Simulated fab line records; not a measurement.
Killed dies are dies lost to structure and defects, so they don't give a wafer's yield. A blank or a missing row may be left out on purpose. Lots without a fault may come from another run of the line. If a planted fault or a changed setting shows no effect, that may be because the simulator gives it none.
What tool caused it? | flow n5-finfet | 24 lots, 72 wafers sampled, at 6 steps of a route of 1938

## WHAT EACH GAUGE READ, for each wafer
N5_BEOL_M8_OVL_MEAS_29. Usual: V7_OVL -0.2 nm, standard deviation 0.59.
lot  | measured     | on         | V7_OVL (nm)    | flag
L074 | day 9 04:30  | overlay-01 | 0.3 -0.2 -0.5  |
L076 | day 9 12:58  | overlay-02 | -0.7 -0.6 -0.2 |
L075 | day 9 13:02  | overlay-02 | 0.0 -0.2 -0.5  |
L077 | day 9 18:17  | overlay-02 | 0.7 0.7 -0.5   |
L078 | day 10 03:49 | overlay-02 | -0.7 -0.2 -0.5 |
L079 | day 10 14:58 | overlay-01 | -0.9 -0.7 -0.4 |
L080 | day 10 15:10 | overlay-01 | -0.2 0.3 0.2   |
L081 | day 11 01:19 | overlay-02 | -0.6 -0.2 0.9  |
L082 | day 11 11:55 | overlay-02 | -0.9 -0.1 -0.2 |
L083 | day 11 12:11 | overlay-01 | -0.3 0.1 0.8   |
L084 | day 11 13:39 | overlay-01 | -0.3 -0.1 -1.2 |
L085 | day 12 10:34 | overlay-01 | -1.0 -1.2 -0.6 |
L087 | day 12 17:10 | overlay-01 | 0.4 -0.1 -0.2  |
L089 | day 12 21:17 | overlay-01 | 0.1 0.4 -0.9   |
L086 | day 12 21:27 | overlay-02 | -1.1 -0.5 -1.3 |
L088 | day 13 18:02 | overlay-01 | 0.4 -0.2 0.2   |
L090 | day 13 23:40 | overlay-02 | -0.9 0.2 -0.7  |
L092 | day 14 03:41 | overlay-02 | 0.9 0.9 0.5    |
L091 | day 14 03:31 | overlay-02 | -1.1 0.2 0.0   |
L093 | day 14 22:58 | overlay-01 | -0.7 -0.2 0.6  |
L094 | day 15 03:05 | overlay-02 | -0.2 1.2 0.8   |
L097 | day 15 07:50 | overlay-02 | 0.8 0.6 0.6    |
L095 | day 15 08:01 | overlay-02 | -0.2 -1.7 -0.3 |
L096 | day 15 10:28 | overlay-02 | -0.1 0.2 0.0   |

N5_BEOL_M9_OVL_MEAS_12. Usual: M9_OVL -0.1 nm, standard deviation 0.78.
lot  | measured     | on         | M9_OVL (nm)    | flag
L074 | day 9 09:35  | overlay-02 | 0.5 1.0 0.2    |
L076 | day 9 17:14  | overlay-01 | -0.1 -0.8 -0.6 |
L075 | day 9 18:05  | overlay-02 | -0.3 -0.4 -0.1 |
L077 | day 10 01:14 | overlay-01 | 1.7 0.4 -0.2   |
L078 | day 10 12:30 | overlay-01 | -1.2 -0.4 -1.0 |
L079 | day 10 20:00 | overlay-02 | -0.6 0.3 -0.9  |
L080 | day 10 22:34 | overlay-01 | -0.2 -0.1 -0.5 |
L081 | day 11 08:01 | overlay-01 | -1.2 -1.2 -0.5 |
L082 | day 11 21:01 | overlay-01 | 0.2 1.0 0.1    |
L083 | day 11 21:05 | overlay-02 | -1.0 0.5 -0.5  |
L084 | day 11 21:19 | overlay-01 | 0.6 1.1 0.0    |
L085 | day 12 18:56 | overlay-02 | -1.6 -1.5 -0.6 |
L087 | day 12 22:23 | overlay-01 | 0.7 0.1 0.0    |
L089 | day 13 04:53 | overlay-01 | 0.3 -0.2 -0.5  |
L086 | day 13 05:05 | overlay-01 | 0.1 0.6 0.0    |
L088 | day 14 01:05 | overlay-02 | 0.3 1.4 2.2    |
L090 | day 14 05:01 | overlay-02 | -0.5 -0.2 -0.1 |
L092 | day 14 11:07 | overlay-02 | -0.3 0.1 -0.7  |
L091 | day 14 10:56 | overlay-01 | 0.5 -0.1 -1.2  |
L093 | day 15 04:49 | overlay-01 | 0.1 1.1 0.3    |
L094 | day 15 09:14 | overlay-02 | 0.5 -0.4 0.3   |
L097 | day 15 12:50 | overlay-01 | -1.2 -0.7 -0.6 |
L095 | day 15 16:34 | overlay-02 | -0.4 -0.8 -1.7 |
L096 | day 15 16:59 | overlay-02 | 1.5 1.3 1.0    |

N5_BEOL_M9_CD_MEAS_28: target cd 70 nm. Usual: 70.01 nm for cd-nm, sd 0.26.
lot  | measured     | on        | cd-nm (nm)        | flag
L074 | day 9 12:58  | cd-sem-01 | 70.11 69.92 69.98 |
L076 | day 9 18:31  | cd-sem-03 | 69.64 70.09 70.12 |
L075 | day 9 18:58  | cd-sem-02 | 69.89 70.34 69.95 |
L077 | day 10 03:35 | cd-sem-01 | 70.33 69.93 70.29 |
L078 | day 10 14:01 | cd-sem-03 | 70.25 70.26 70.26 |
L079 | day 10 21:24 | cd-sem-02 | 70.12 69.88 70.23 |
L080 | day 11 01:13 | cd-sem-02 | 70.17 69.46 70.22 |
L081 | day 11 11:35 | cd-sem-01 | 69.59 70.14 69.72 |
L082 | day 11 23:41 | cd-sem-02 | 70.16 69.80 70.41 |
L083 | day 11 23:43 | cd-sem-03 | 69.67 70.14 70.27 |
L084 | day 11 23:38 | cd-sem-03 | 69.96 70.07 70.09 |
L085 | day 12 21:11 | cd-sem-01 | 69.91 69.47 69.89 |
L087 | day 13 03:33 | cd-sem-01 | 70.12 69.83 70.22 |
L089 | day 13 06:43 | cd-sem-01 | 70.29 69.79 69.94 |
L086 | day 13 06:52 | cd-sem-03 | 70.04 70.08 70.32 |
L088 | day 14 03:26 | cd-sem-02 | 70.06 69.92 70.53 |
L090 | day 14 09:46 | cd-sem-02 | 69.95 70.05 70.11 |
L092 | day 14 13:02 | cd-sem-01 | 70.45 70.30 70.00 |
L091 | day 14 12:59 | cd-sem-03 | 70.09 69.86 70.35 |
L093 | day 15 06:53 | cd-sem-01 | 69.56 70.01 70.14 |
L094 | day 15 10:10 | cd-sem-02 | 69.58 69.91 70.27 |
L097 | day 15 14:56 | cd-sem-02 | 69.80 70.15 69.80 |
L095 | day 15 17:56 | cd-sem-01 | 70.23 70.15 69.78 |
L096 | day 15 18:06 | cd-sem-01 | 70.36 69.85 70.23 |

## TOOL THAT RAN EACH LOT (tool first, then ch and the chambers of the sampled wafers, then the start)
lot  | N5_BEOL_M8_STRIP_19                | N5_BEOL_M8_ETCH_65                 | N5_BEOL_M8_CMP_52
L074 | rie-diel-05 ch 0,1,2, day 9 03:58  | rie-diel-04 ch 2,3, day 9 04:38    | cmp-04 ch 0,1,3, day 9 07:05
L076 | rie-diel-05 ch 0,2,3, day 9 10:09  | rie-diel-05 ch 0,2,3, day 9 13:06  | cmp-02 ch 1,2,3, day 9 15:22
L075 | rie-diel-05 ch 1,2,3, day 9 10:17  | rie-diel-04 ch 0,1,2, day 9 13:18  | cmp-01 ch 0,1,2, day 9 15:34
L077 | rie-diel-04 ch 0,1,3, day 9 17:32  | rie-diel-04 ch 1,2,3, day 9 18:34  | cmp-01 ch 1,2, day 9 21:36
L078 | rie-diel-04 ch 0,1,2, day 10 03:20 | rie-diel-05 ch 0,1,3, day 10 03:58 | cmp-01 ch 0,3, day 10 07:01
L079 | rie-diel-05 ch 2,3, day 10 13:31   | rie-diel-03 ch 0,2, day 10 15:07   | cmp-02 ch 0,1,3, day 10 17:45
L080 | rie-diel-03 ch 1,2, day 10 13:53   | rie-diel-03 ch 2,3, day 10 15:31   | cmp-04 ch 0,2,3, day 10 19:20
L081 | rie-diel-04 ch 0,2,3, day 10 23:14 | rie-diel-03 ch 0,1, day 11 01:27   | cmp-02 ch 0,1,2, day 11 06:26
L082 | rie-diel-04 ch 0,3, day 11 07:51   | rie-diel-03 ch 1,2, day 11 12:04   | cmp-02 ch 1,2,3, day 11 14:43
L083 | rie-diel-04 ch 0,2, day 11 11:00   | rie-diel-04 ch 0,2, day 11 12:20   | cmp-01 ch 0,1,2, day 11 15:25
L084 | rie-diel-05 ch 2,3, day 11 13:04   | rie-diel-04 ch 0,3, day 11 13:50   | cmp-04 ch 1,2,3, day 11 16:23
L085 | rie-diel-03 ch 0,3, day 12 08:32   | rie-diel-03 ch 0,1,2, day 12 11:01 | cmp-02 ch 2,3, day 12 14:17
L087 | rie-diel-03 ch 0,1, day 12 15:59   | rie-diel-03 ch 2,3, day 12 17:19   | cmp-01 ch 0,1,3, day 12 20:01
L089 | rie-diel-05 ch 0,1,2, day 12 19:16 | rie-diel-05 ch 0,2, day 12 21:50   | cmp-01 ch 0,2,3, day 13 01:01
L086 | rie-diel-04 ch 1,3, day 12 19:25   | rie-diel-03 ch 0,1,2, day 12 21:55 | cmp-02 ch 0,1,3, day 13 01:09
L088 | rie-diel-04 ch 0,3, day 13 16:13   | rie-diel-05 ch 2,3, day 13 18:10   | cmp-01 ch 0,2,3, day 13 20:31
L090 | rie-diel-05 ch 2,3, day 13 20:11   | rie-diel-03 ch 1,2, day 13 23:48   | cmp-04 ch 0,1, day 14 02:14
L092 | rie-diel-04 ch 1,3, day 14 01:40   | rie-diel-03 ch 0,1,2, day 14 03:50 | cmp-01 ch 0,3, day 14 08:09
L091 | rie-diel-03 ch 0,2, day 14 01:47   | rie-diel-04 ch 1,2, day 14 03:40   | cmp-04 ch 2,3, day 14 07:22
L093 | rie-diel-03 ch 1,2,3, day 14 22:32 | rie-diel-03 ch 1,2,3, day 14 23:07 | cmp-04 ch 0,2,3, day 15 02:07
L094 | rie-diel-04 ch 1,2,3, day 15 02:23 | rie-diel-05 ch 0,2,3, day 15 03:16 | cmp-01 ch 0,1, day 15 06:19
L097 | rie-diel-03 ch 1,2,3, day 15 05:10 | rie-diel-04 ch 0,2,3, day 15 07:59 | cmp-02 ch 1,2,3, day 15 10:32
L095 | rie-diel-04 ch 0,1, day 15 05:42   | rie-diel-05 ch 0,3, day 15 08:20   | cmp-02 ch 1,2, day 15 11:41
L096 | rie-diel-05 ch 0,2,3, day 15 09:47 | rie-diel-05 ch 2,3, day 15 10:44   | cmp-01 ch 1,2, day 15 13:18
- N5_BEOL_M8_STRIP_19: strips in O2.
- N5_BEOL_M8_ETCH_65: etches SiARC in CF4, target depth 15.6 nm, time 26 s.
- N5_BEOL_M8_CMP_52: polishes, stops on SiCOH lowk, t overpolish 6.9 s, target thk 80 nm.

## WHAT THE TOOLS THEMSELVES READ (means of the sampled wafers that have a number; where no wafer has one, the mark that the record gives instead)
N5_BEOL_M8_STRIP_19. Usual: drypump-motor-current-A 6.0 A, standard deviation 0.44; oes-product-au 0.79 a.u., standard deviation 0.11; rf-vpp-V 3.6 V, standard deviation 0.6; showerhead-plenum-p-Torr 2.09 Torr, standard deviation 0.078; throttle-valve-pct 16.55 %, standard deviation 0.23.
lot  | tool        | drypump-motor-current-A (A) | oes-product-au (a.u.) | rf-vpp-V (V) | showerhead-plenum-p-Torr (Torr) | throttle-valve-pct (%) | flag
L074 | rie-diel-05 | 5.6                         | 0.69                  | 4.2          | 2.01                            | 16.69                  |
L076 | rie-diel-05 | 5.9                         | 0.68                  | 3.9          | 2.03                            | 16.66                  |
L075 | rie-diel-05 | 5.7                         | 0.69                  | 3.5          | 2.06                            | 16.59                  |
L077 | rie-diel-04 | 6.2                         | 0.72                  | 3.7          | 2.12                            | 16.55                  |
L078 | rie-diel-04 | 6.4                         | 0.69                  | 3.8          | 2.13                            | 16.71                  |
L079 | rie-diel-05 | 6.0                         | 0.90                  | 3.5          | 2.20                            | 16.46                  |
L080 | rie-diel-03 | 6.4                         | 0.79                  | 3.6          | 2.07                            | 16.62                  |
L081 | rie-diel-04 | 6.4                         | 0.71                  | 4.0          | 2.07                            | 16.65                  |
L082 | rie-diel-04 | 6.3                         | 0.75                  | 3.7          | 2.06                            | 16.51                  |
L083 | rie-diel-04 | 6.5                         | 0.68                  | 3.9          | 2.13                            | 16.71                  |
L084 | rie-diel-05 | 6.0                         | 0.88                  | 4.3          | 2.20                            | 16.48                  |
L085 | rie-diel-03 | 5.4                         | 0.78                  | 3.5          | 2.05                            | 16.72                  |
L087 | rie-diel-03 | 6.2                         | 0.77                  | 3.4          | 2.05                            | 16.51                  |
L089 | rie-diel-05 | 5.6                         | 0.86                  | 3.4          | 2.18                            | 16.43                  |
L086 | rie-diel-04 | 6.1                         | 0.88                  | 3.3          | 2.11                            | 16.32                  |
L088 | rie-diel-04 | 6.4                         | 0.69                  | 3.1          | 2.11                            | 16.59                  |
L090 | rie-diel-05 | 6.0                         | 0.92                  | 3.5          | 2.19                            | 16.32                  |
L092 | rie-diel-04 | 6.1                         | 0.80                  | 3.4          | 2.05                            | 16.42                  |
L091 | rie-diel-03 | 5.8                         | 0.86                  | 4.4          | 2.12                            | 16.83                  |
L093 | rie-diel-03 | 6.0                         | 0.84                  | 3.9          | 2.06                            | 16.63                  |
L094 | rie-diel-04 | 6.2                         | 0.85                  | 3.4          | 2.06                            | 16.42                  |
L097 | rie-diel-03 | 6.0                         | 0.84                  | 3.6          | 2.06                            | 16.65                  |
L095 | rie-diel-04 | 6.3                         | 0.91                  | 4.2          | 2.15                            | 16.25                  |
L096 | rie-diel-05 | 6.0                         | 0.89                  | 4.0          | 2.19                            | 16.26                  |

N5_BEOL_M8_ETCH_65. Usual: cf4-flow-sccm 99.97 sccm (standard deviation 0.3); drypump-motor-current-A 6.0 A (standard deviation 0.44); etch-rf-on-time-s 25.9 s (standard deviation 0.63); oes-product-au 0.68 a.u. (standard deviation 0.089); rf-vpp-V 184.2 V (standard deviation 1.2); showerhead-plenum-p-Torr 2.14 Torr (standard deviation 0.066); throttle-valve-pct 15.53 % (standard deviation 0.27).
lot  | tool        | cf4-flow-sccm (sccm) | drypump-motor-current-A (A) | etch-rf-on-time-s (s) | oes-product-au (a.u.) | rf-vpp-V (V) | showerhead-plenum-p-Torr (Torr) | throttle-valve-pct (%) | flag
L074 | rie-diel-04 | 99.85                | 6.3                         | 25.8                  | 0.62                  | 183.8        | 2.10                            | 15.76                  |
L076 | rie-diel-05 | 100.03               | 6.0                         | 26.3                  | 0.59                  | 183.2        | 2.08                            | 15.63                  |
L075 | rie-diel-04 | 100.24               | 6.4                         | 26.3                  | 0.59                  | 184.5        | 2.17                            | 15.63                  |
L077 | rie-diel-04 | 100.25               | 6.2                         | 26.0                  | 0.62                  | 184.6        | 2.12                            | 15.61                  |
L078 | rie-diel-05 | 100.20               | 5.7                         | 26.4                  | 0.59                  | 183.2        | 2.11                            | 15.53                  |
L079 | rie-diel-03 | 100.03               | 5.8                         | 26.5                  | 0.60                  | 184.9        | 2.17                            | 15.99                  |
L080 | rie-diel-03 | 99.86                | 5.8                         | 26.3                  | 0.64                  | 184.5        | 2.16                            | 15.98                  |
L081 | rie-diel-03 | 99.74                | 6.2                         | 25.7                  | 0.68                  | 183.3        | 2.10                            | 15.49                  |
L082 | rie-diel-03 | 99.97                | 6.4                         | 25.5                  | 0.68                  | 183.1        | 2.12                            | 15.62                  |
L083 | rie-diel-04 | 99.84                | 6.5                         | 26.7                  | 0.58                  | 183.9        | 2.17                            | 15.65                  |
L084 | rie-diel-04 | 99.79                | 6.4                         | 27.0                  | 0.60                  | 183.8        | 2.15                            | 15.48                  |
L085 | rie-diel-03 | 99.99                | 6.0                         | 25.6                  | 0.72                  | 184.6        | 2.13                            | 15.60                  |
L087 | rie-diel-03 | 99.95                | 5.7                         | 25.7                  | 0.76                  | 183.7        | 2.13                            | 15.68                  |
L089 | rie-diel-05 | 99.99                | 5.9                         | 25.2                  | 0.81                  | 186.7        | 2.27                            | 15.31                  |
L086 | rie-diel-03 | 99.98                | 5.9                         | 25.8                  | 0.71                  | 183.9        | 2.13                            | 15.61                  |
L088 | rie-diel-05 | 99.96                | 6.0                         | 25.6                  | 0.80                  | 184.7        | 2.24                            | 15.30                  |
L090 | rie-diel-03 | 100.27               | 6.4                         | 25.2                  | 0.73                  | 184.1        | 2.11                            | 15.49                  |
L092 | rie-diel-03 | 99.50                | 6.0                         | 25.5                  | 0.69                  | 183.7        | 2.13                            | 15.63                  |
L091 | rie-diel-04 | 99.78                | 6.2                         | 25.9                  | 0.79                  | 184.3        | 2.15                            | 15.21                  |
L093 | rie-diel-03 | 100.25               | 6.0                         | 25.5                  | 0.73                  | 184.3        | 2.12                            | 15.62                  |
L094 | rie-diel-05 | 99.86                | 6.0                         | 25.8                  | 0.77                  | 185.6        | 2.24                            | 15.20                  |
L097 | rie-diel-04 | 100.12               | 6.4                         | 26.0                  | 0.74                  | 184.3        | 2.11                            | 15.36                  |
L095 | rie-diel-05 | 99.62                | 5.9                         | 25.9                  | 0.76                  | 185.5        | 2.23                            | 15.10                  |
L096 | rie-diel-05 | 99.92                | 6.0                         | 25.5                  | 0.77                  | 185.4        | 2.23                            | 15.32                  |

N5_BEOL_M8_CMP_52. Usual: barrier-field-endpoint-s 29.3 s, standard deviation 0.74; motor-current-A 6.1 A, standard deviation 0.61; overpolish-run-s 6.900 s, standard deviation 0.0094; slurry-flow-ml-min 150.0, standard deviation 0.46; time-to-endpoint-s 64 s, standard deviation 3.5.
lot  | tool   | barrier-field-endpoint-s (s) | motor-current-A (A) | overpolish-run-s (s) | slurry-flow-ml-min | time-to-endpoint-s (s) | flag
L074 | cmp-04 | 29.9                         | 6.3                 | 6.901                | 149.7              | 62                     |
L076 | cmp-02 | 29.1                         | 6.4                 | 6.907                | 150.2              | 65                     |
L075 | cmp-01 | 30.2                         | 5.6                 | 6.898                | 149.6              | 64                     |
L077 | cmp-01 | 28.8                         | 5.4                 | 6.909                | 149.6              | 63                     |
L078 | cmp-01 | 28.9                         | 5.7                 | 6.904                | 150.8              | 60                     |
L079 | cmp-02 | 29.1                         | 6.6                 | 6.906                | 149.8              | 62                     |
L080 | cmp-04 | 29.3                         | 6.1                 | 6.901                | 149.8              | 63                     |
L081 | cmp-02 | 29.1                         | 6.8                 | 6.891                | 149.7              | 61                     |
L082 | cmp-02 | 28.6                         | 6.3                 | 6.900                | 150.4              | 64                     |
L083 | cmp-01 | 29.6                         | 5.6                 | 6.901                | 150.1              | 68                     |
L084 | cmp-04 | 28.4                         | 6.4                 | 6.892                | 150.0              | 62                     |
L085 | cmp-02 | 28.1                         | 6.4                 | 6.896                | 150.1              | 63                     |
L087 | cmp-01 | 29.5                         | 5.6                 | 6.907                | 150.3              | 64                     |
L089 | cmp-01 | 29.2                         | 5.8                 | 6.902                | 150.3              | 68                     |
L086 | cmp-02 | 29.1                         | 6.6                 | 6.901                | 150.0              | 61                     |
L088 | cmp-01 | 29.6                         | 5.9                 | 6.902                | 150.4              | 63                     |
L090 | cmp-04 | 28.9                         | 6.3                 | 6.903                | 150.3              | 65                     |
L092 | cmp-01 | 29.1                         | 6.0                 | 6.904                | 150.0              | 65                     |
L091 | cmp-04 | 29.6                         | 6.5                 | 6.900                | 150.2              | 68                     |
L093 | cmp-04 | 29.9                         | 6.3                 | 6.906                | 150.4              | 65                     |
L094 | cmp-01 | 29.9                         | 5.5                 | 6.890                | 149.5              | 71                     |
L097 | cmp-02 | 28.9                         | 6.5                 | 6.904                | 149.8              | 60                     |
L095 | cmp-02 | 29.8                         | 6.6                 | 6.903                | 150.1              | 64                     |
L096 | cmp-01 | 30.3                         | 5.4                 | 6.907                | 150.1              | 68                     |

## THE ANSWER, worked out from the rows above alone
Rule: lot off if the mean of its wafers having a number is beyond 3 standard deviations from the usual mean. A lot without any number at a reading at which 4 lots or more have one is off too. The other lots that the step has rows for count as sound. First the gauges in route order, then the tools' own readings, where a lot's mean is used as printed above. The first step at which some lot is off is used, and at that step the reading that is off furthest; a lot without a number counts as furthest.
None of the lots is off at any reading shown; this tells nothing.

## WHAT THE SIMULATOR HAD INSERTED
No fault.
